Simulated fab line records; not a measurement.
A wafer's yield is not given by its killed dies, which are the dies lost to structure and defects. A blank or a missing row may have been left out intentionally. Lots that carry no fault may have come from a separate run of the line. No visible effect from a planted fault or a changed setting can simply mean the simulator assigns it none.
fab line records	flow n5_finfet
[record] lots = 5	wafers = 15	last_day = 18
route steps=1938 shown STI_FIN_REVEAL@206 DUMMY_GATE@212 BEOL_M4@1111 PASSIVATION@1936
lots with no fault: from the same line, run without faults
start_h: hours from the record's first day to the start of the lot's first wafer shown	wait_h: how many hours have passed since the lot's step before this one	" identical to the entry in the row above	L1.1+2: a row that stands for several wafers	- no value, or no start given	* or withheld: withheld	< > ~ a bound
route shown NAME@n: NAME is a module with steps in the file, n the number in the route of the first one	usual: mean/standard deviation taken from wafers without a fault	same: alike in all rows	chamber/n: place in a boat	sites: readings site by site	_std_site: the values' standard deviation	_edge_site: mean of outer sites minus mean of inner sites	radius_mm: how far each site lies from the wafer's centre	mask NAME#n: copy n	behind: the most recent tool/chamber to have shaped the wafer	hold: reason for holding the lot/hours on hold/outcome of the hold	device: the n, p or np transistor that did not switch	end of line: tests run on the same wafers once the route is complete	a step with no rows: only its recipe	killed: the dies lost at the first sort to structure and to defects; this is not the yield of the wafer	map: dies across one wafer; x = killed, . = not, _ = none there
set.NAME: the setting as run; set.NAME@STEP: as run at that earlier step	model.NAME: the simulator's own value behind a step, which no gauge read
a table for each step, a row for each wafer; lots at some steps of the route
services: the hour from which a tool's chamber was out of use, counted from the record's first day as start_h (under 0 if before that day), plus the number of hours and why
[[steps]]
[step N5_STI_FIN_REVEAL_SRD_23]
[recipe] dry = ipa_marangoni	time_s = 30	temp_c = 23	rinse_liquid = diw
[step N5_STI_FIN_REVEAL_CD_MEAS_22]
[recipe] target_cd_nm = 6.238	pitch_nm = 28	polarity = line
[usual] cd_nm = 6.25/0.28
lot.wafer	tool	chamber	start_h	wait_h	cd_nm
L419.1	cd_sem-01	-	85.60	0.0	6.01
L419.2	"	-	"	"	6.27
L419.3	"	-	"	"	6.29
L420.1	cd_sem-02	-	91.33	0.0	6.09
L420.2	"	-	"	"	5.47
L420.5	"	-	"	"	5.97
L426.1	cd_sem-02	-	129.85	0.0	6.37
L426.2	"	-	"	"	6.50
L426.5	"	-	"	"	6.25
L430.1	cd_sem-02	-	150.68	0.0	5.78
L430.3	"	-	"	"	6.58
L430.6	"	-	"	"	6.36
L431.1	cd_sem-02	-	157.40	0.0	6.38
L431.2	"	-	"	"	5.73
L431.6	"	-	"	"	5.99
[step N5_STI_FIN_REVEAL_FIN_H_MEAS_10]
[usual] trench_depth_nm = 52.1/0.62
lot.wafer	tool	chamber	start_h	wait_h	trench_depth_nm
L419.1	ocd-02	-	85.64	0.0	50.7
L419.2	"	-	"	"	52.6
L419.3	"	-	"	"	52.3
L420.1	ocd-02	-	91.36	0.0	53.3
L420.2	"	-	"	"	53.4
L420.5	"	-	"	"	53.0
L426.1	ocd-02	-	129.88	0.0	52.7
L426.2	"	-	"	"	52.1
L426.5	"	-	"	"	52.7
L430.1	ocd-02	-	150.71	0.0	51.0
L430.3	"	-	"	"	53.0
L430.6	"	-	"	"	52.0
L431.1	ocd-02	-	157.43	0.0	50.7
L431.2	"	-	"	"	51.7
L431.6	"	-	"	"	51.1
[step N5_STI_FIN_REVEAL_PRECLEAN_18]
[recipe] chemistry = SC2	time_s = 45	temp_c = 35	mix = 1:1:50
[step N5_STI_FIN_REVEAL_SRD_28]
[recipe] dry = ipa_marangoni	time_s = 30	temp_c = 23	rinse_liquid = diw
[step N5_STI_FIN_REVEAL_INSPECT_13]
[recipe] inspect_instrument = darkfield	mode = post_clean
[usual] raw_defect_count = 11/4.8
lot.wafer	tool	chamber	start_h	wait_h	raw_defect_count
L419.1	defect_inspect-01	-	85.72	0.0	13
L419.2	"	-	"	"	11
L419.3	"	-	"	"	18
L420.1	defect_inspect-02	-	91.47	0.0	16
L420.2	"	-	"	"	9
L420.5	"	-	"	"	6
L426.1	defect_inspect-01	-	129.97	0.0	9
L426.2	"	-	"	"	13
L426.5	"	-	"	"	13
L430.1	defect_inspect-02	-	150.80	0.0	7
L430.3	"	-	"	"	12
L430.6	"	-	"	"	6
L431.1	defect_inspect-01	-	157.51	0.0	11
L431.2	"	-	"	"	5
L431.6	"	-	"	"	9
[step N5_DUMMY_GATE_PRECLEAN_00]
[recipe] chemistry = O3/DIW	time_s = 60	temp_c = 22	o3_ppm = 10
[step N5_DUMMY_GATE_SRD_01]
[recipe] time_s = 30	temp_c = 23	rinse_liquid = diw	dry = ipa_marangoni
[step N5_DUMMY_GATE_ALD_02]
[recipe] material = SiO2	target_thk_a = 20	temp_c = 300	ald_precursor_family = BDEAS	ald_co_reactant = O2-plasma	pulse_time_s = 1	pressure_torr = 2
[usual] heater_power_w = 482/48	precursor_pulse_height_rel = 1.000/0.02
lot.wafer	tool	chamber	start_h	wait_h	heater_power_w	precursor_pulse_height_rel
L419.1	ald_sin-03	3	85.85	0.0	536	1.014
L419.2	"	2	"	"	467	0.987
L419.3	"	0	"	"	446	1.033
L420.1	ald_sin-03	0	91.82	0.3	451	1.002
L420.2	"	2	"	"	471	1.008
L420.5	"	2	"	"	474	0.990
L426.1	ald_sin-02	3	130.06	0.0	433	0.983
L426.2	"	2	"	"	393	0.984
L426.5	"	1	"	"	522	1.008
L430.1	ald_sin-02	0	151.33	0.4	466	1.008
L430.3	"	3	"	"	438	1.012
L430.6	"	3	"	"	431	1.005
L431.1	ald_sin-03	2	157.61	0.0	469	0.992
L431.2	"	0	"	"	447	1.035
L431.6	"	1	"	"	500	0.973
[step N5_DUMMY_GATE_CVD_03]
[recipe] material = a-Si	target_thk_a = 1500	temp_c = 530	precursor = SiH4	time_s = 8042
[step N5_DUMMY_GATE_PRECLEAN_46]
[recipe] chemistry = DIW	time_s = 89.5	temp_c = 23
[step N5_DUMMY_GATE_SRD_47]
[recipe] dry_time_s = 32	dry = n2_spin	spin_rpm = 1500
[step N5_DUMMY_GATE_CMP_04]
[recipe] material = a-Si	post_cmp_clean = alkaline_brush
[usual] motor_current_A = 10.5/1	time_to_endpoint_s = 13.8/2.2
lot.wafer	tool	chamber	start_h	wait_h	motor_current_A	time_to_endpoint_s
L419.3	cmp-03	0	89.74	0.0	9.6	14.3
L419.2	"	1	"	"	12.3	13.4
L419.1	"	2	"	"	8.6	14.4
L420.1	cmp-04	2	95.72	0.1	9.5	15.4
L420.2	"	3	"	"	9.7	14.6
L420.5	"	1	"	"	11.7	15.1
L426.2	cmp-04	1	133.90	0.0	11.2	4.1
L426.1	"	3	"	"	9.3	13.7
L426.5	"	2	"	"	9.1	14.4
L430.3	cmp-03	0	155.18	0.0	9.7	14.1
L430.1	"	1	"	"	12.6	13.3
L430.6	"	1	"	"	12.6	14.5
L431.1	cmp-03	0	161.47	0.0	10.1	18.6
L431.2	"	3	"	"	10.0	16.2
L431.6	"	0	"	"	9.8	17.5
[step N5_DUMMY_GATE_THK_MEAS_05]
[usual] thk_nm = 72.3/0.95
lot.wafer	tool	chamber	start_h	wait_h	thk_nm
L419.1	film_metro-01	-	89.98	0.1	73.4
L419.2	"	-	"	"	72.5
L419.3	"	-	"	"	73.8
L420.1	film_metro-01	-	95.90	0.1	72.9
L420.2	"	-	"	"	72.2
L420.5	"	-	"	"	71.8
L426.1	film_metro-02	-	134.14	0.1	71.4
L426.2	"	-	"	"	71.9
L426.5	"	-	"	"	72.0
L430.1	film_metro-02	-	155.43	0.2	71.3
L430.3	"	-	"	"	73.0
L430.6	"	-	"	"	72.9
L431.1	film_metro-02	-	161.71	0.2	71.8
L431.2	"	-	"	"	72.7
L431.6	"	-	"	"	73.4
[step N5_BEOL_M4_RC_MEAS_101]
[usual] DIBL_N = 36.0/2	DIBL_P = 36.2/2.2	IOFF_N = 0.16/0.034	IOFF_P = 0.21/0.04	ION_N = 675/12	ION_P = 463/7.2	SS_N = 71.6/0.6	SS_P = 73.3/0.67	VT_N = 250/3	VT_P = -251/3.4
lot.wafer	tool	chamber	start_h	wait_h	DIBL_N[mV/V]	DIBL_P[mV/V]	IOFF_N[nA/um]	IOFF_P[nA/um]	ION_N[uA/um]	ION_P[uA/um]	SS_N[mV/dec]	SS_P[mV/dec]	VT_N[mV]	VT_P[mV]
L419.1	prober-01	0	221.27	0.0	37.1	36.3	0.14	0.18	660	451	72.1	73.7	254	-255
L419.2	"	0	"	"	36.6	35.3	0.14	0.17	671	460	72.0	73.0	253	-256
L419.3	"	0	"	"	36.9	36.5	0.15	0.19	681	465	71.2	73.5	250	-254
L420.1	prober-01	0	227.43	0.0	34.9	35.0	0.15	0.20	684	469	71.0	72.5	249	-249
L420.2	"	0	"	"	33.0	31.9	0.10	0.15	662	456	70.6	72.3	255	-254
L420.5	"	0	"	"	32.8	32.2	0.11	0.17	664	460	70.4	72.1	255	-251
L426.1	prober-01	0	267.96	0.0	36.1	36.0	0.18	0.25	689	479	71.2	72.8	247	-245
L426.2	"	0	"	"	38.2	38.0	0.21	0.28	687	474	72.2	73.9	244	-247
L426.5	"	0	"	"	37.3	36.0	0.19	0.26	684	476	71.7	73.3	250	-246
L430.1	prober-02	0	275.12	0.0	36.4	37.5	0.16	0.25	663	456	72.0	73.2	252	-248
L430.3	"	0	"	"	34.7	35.6	0.16	0.24	686	474	70.8	73.3	248	-246
L430.6	"	0	"	"	34.4	34.8	0.14	0.22	673	468	71.6	73.2	252	-248
L431.1	prober-02	0	308.93	0.0	38.3	37.7	0.18	0.22	672	460	71.9	73.9	252	-249
L431.2	"	0	"	"	36.7	36.8	0.16	0.21	687	472	72.0	73.7	250	-248
L431.6	"	0	"	"	37.5	37.7	0.17	0.23	670	466	72.0	74.0	253	-251
[step N5_PASSIVATION_PROBE_49]
[usual] defect_limited_yield = 91.5/1.5	killed_at_M0_to_M3 = 33/10	killed_at_M4_up = 15/6.4	killed_at_contacts = 12/5.4	killed_at_front_end = 38/9.8	killed_at_other = 4/3.1	killed_dies = 101/18	killed_open = 67/14	killed_short = 33/7.9	sort_bin_5_function = 5.0/1	sort_bin_6_memory = 3.2/0.67	sort_n_pass = 1079/18	sort_yield_pct = 91.5/1.5
[same] gross_dies = 1180	killed_at_back_side = 0	sort_bin_4_leakage[%] = 0	sort_bin_8_speed[%] = 0
lot.wafer	tool	chamber	start_h	wait_h	defect_limited_yield[%]	killed_at_M0_to_M3	killed_at_M4_up	killed_at_contacts	killed_at_front_end	killed_at_other	killed_dies	killed_open	killed_short	sort_bin_5_function[%]	sort_bin_6_memory[%]	sort_n_pass	sort_yield_pct[%]
L419.1	prober-02	-	348.89	0.0	90.1	45	16	8	46	2	117	62	53	5.7	3.9	1063	90.1
L419.2	prober-02	-	348.94	0.1	92.8	43	6	7	29	0	85	47	38	4.0	2.9	1095	92.8
L419.3	prober-02	-	348.99	0.1	91.9	30	11	20	33	2	96	64	32	4.1	3.6	1084	91.9
L420.1	prober-01	-	356.03	0.0	92.7	26	16	2	31	11	86	58	28	4.5	2.7	1094	92.7
L420.2	prober-01	-	356.08	0.1	91.9	32	17	8	30	9	96	55	39	5.3	2.1	1084	91.9
L420.5	prober-01	-	356.23	0.2	92.3	35	10	5	34	7	91	57	30	3.8	3.8	1089	92.3
L431.1	prober-02	-	435.74	0.0	89.7	50	14	13	41	4	122	83	39	6.1	3.6	1058	89.7
L431.2	prober-02	-	435.79	0.1	91.6	34	11	17	33	4	99	56	41	5.4	2.4	1081	91.6
L431.6	prober-02	-	435.99	0.3	92.5	36	9	11	23	9	88	68	20	4.6	2.6	1092	92.5
// killed by level:class
L419.1 BEOL_M0_SAQP:geometric_particle:open=15 FIN_SAQP:geometric_particle:short=14 BEOL_M0_SAQP:geometric_particle:short=14 FIN_SAQP:geometric_particle:open=11 BEOL_M4:geometric_particle:open=7 BEOL_M2:geometric_particle:open=6 MOL_CONTACT_COAG:geometric_particle:short=5 STI_FIN_REVEAL:geometric_particle:open=3
L419.2 BEOL_M0_SAQP:geometric_particle:open=15 FIN_SAQP:geometric_particle:short=12 BEOL_M0_SAQP:geometric_particle:short=11 GATE_CUT:geometric_particle:short=6 BEOL_M3:geometric_particle:open=6 BEOL_M2:geometric_particle:open=6 MOL_CONTACT_COAG:geometric_particle:open=5 STI_FIN_REVEAL:geometric_particle:open=4
L419.3 MOL_CONTACT_COAG:geometric_particle:open=15 FIN_SAQP:geometric_particle:open=11 BEOL_M2:geometric_particle:open=8 BEOL_M0_SAQP:geometric_particle:short=7 STARTING-WAFER:geometric_particle:short=6 MOL_CONTACT_COAG:geometric_particle:short=5 BEOL_M3:geometric_particle:open=5 FIN_SAQP:geometric_particle:short=4
L420.1 BEOL_M4:geometric_particle:open=11 BEOL_M1:geometric_particle:open=7 FIN_SAQP:geometric_particle:short=5 STI_FIN_REVEAL:geometric_particle:open=5 BEOL_M0_SAQP:geometric_particle:short=5 STARTING-WAFER:geometric_particle:open=5 DUMMY_GATE:geometric_particle:open=4 BEOL_M3:geometric_particle:open=4
L420.2 BEOL_M0_SAQP:geometric_particle:open=12 BEOL_M0_SAQP:geometric_particle:short=12 MOL_CONTACT_COAG:geometric_particle:open=8 FIN_SAQP:geometric_particle:short=7 FIN_SAQP:geometric_particle:open=5 BEOL_M4:geometric_particle:open=5 MIM_TOP_ETCH:geometric_particle:short=5 BEOL_M2:geometric_particle:open=4
L420.5 BEOL_M3:geometric_particle:open=12 BEOL_M0_SAQP:geometric_particle:open=8 FIN_SAQP:geometric_particle:short=7 BEOL_M0_SAQP:geometric_particle:short=7 FIN_SAQP:geometric_particle:open=5 STI_FIN_REVEAL:geometric_particle:open=5 MOL_CONTACT_COAG:geometric_particle:open=5 GATE_CUT:geometric_particle:open=3
L431.1 FIN_SAQP:geometric_particle:short=13 MOL_CONTACT_COAG:geometric_particle:open=13 BEOL_M3:geometric_particle:open=11 BEOL_M1:geometric_particle:open=10 FIN_SAQP:geometric_particle:open=9 BEOL_M2:geometric_particle:open=6 DUMMY_GATE:geometric_particle:open=6 BEOL_M0:geometric_particle:open=6
L431.2 MOL_CONTACT_COAG:geometric_particle:open=13 BEOL_M2:geometric_particle:open=9 FIN_SAQP:geometric_particle:short=8 BEOL_M0_SAQP:geometric_particle:short=8 STI_FIN_REVEAL:geometric_particle:open=7 BEOL_M1:geometric_particle:open=6 BEOL_M3:geometric_particle:open=5 FIN_SAQP:geometric_particle:open=4
L431.6 MOL_CONTACT_COAG:geometric_particle:open=10 FIN_SAQP:geometric_particle:open=8 BEOL_M0_SAQP:geometric_particle:open=7 BEOL_M2:geometric_particle:open=6 BEOL_M2:geometric_particle:short=5 BEOL_M0:geometric_particle:open=5 BEOL_M3:geometric_particle:open=5 FIN_SAQP:geometric_particle:short=4
[[services]]
tool	chamber	start_h	hours	kind
cmp-04	-	61.93	2.5	repair
ald_sin-02	-	86.02	14.0	pm
ald_sin-02	0	86.02	14.0	vent_cycle
ald_sin-02	1	86.02	14.0	vent_cycle
ald_sin-02	2	86.02	14.0	vent_cycle
ald_sin-02	3	86.02	14.0	vent_cycle
ald_sin-02	0	100.02	-	clean
ald_sin-02	1	100.02	-	clean
ald_sin-02	2	100.02	-	clean
ald_sin-02	3	100.02	-	clean
cmp-04	-	110.33	19.3	pm
cmp-03	-	120.08	4.0	pm
cmp-03	-	124.08	-	consumable_replace:conditioner
cmp-03	-	124.08	-	consumable_replace:pad
cmp-03	-	141.99	5.0	pm
ald_sin-02	1	159.94	-	calibration
[[key]]
[first_sign] step = N5_DUMMY_GATE_CMP_04	reading = time_to_endpoint_s	direction = down	sigmas = 4.3	usual = *	struck = *
effect none on later readings
met_at N5_DUMMY_GATE_CMP_04
struck_wafers L426.2
onset_between 95.72 133.90
[fault] kind = process_parameter_drift	tool = cmp-04	chamber = -	onset_h = 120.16	steps = N5_DUMMY_GATE_CMP_04	channel = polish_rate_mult	offset = 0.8	shape = step	end_h = 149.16	scope = struck_wafers_only
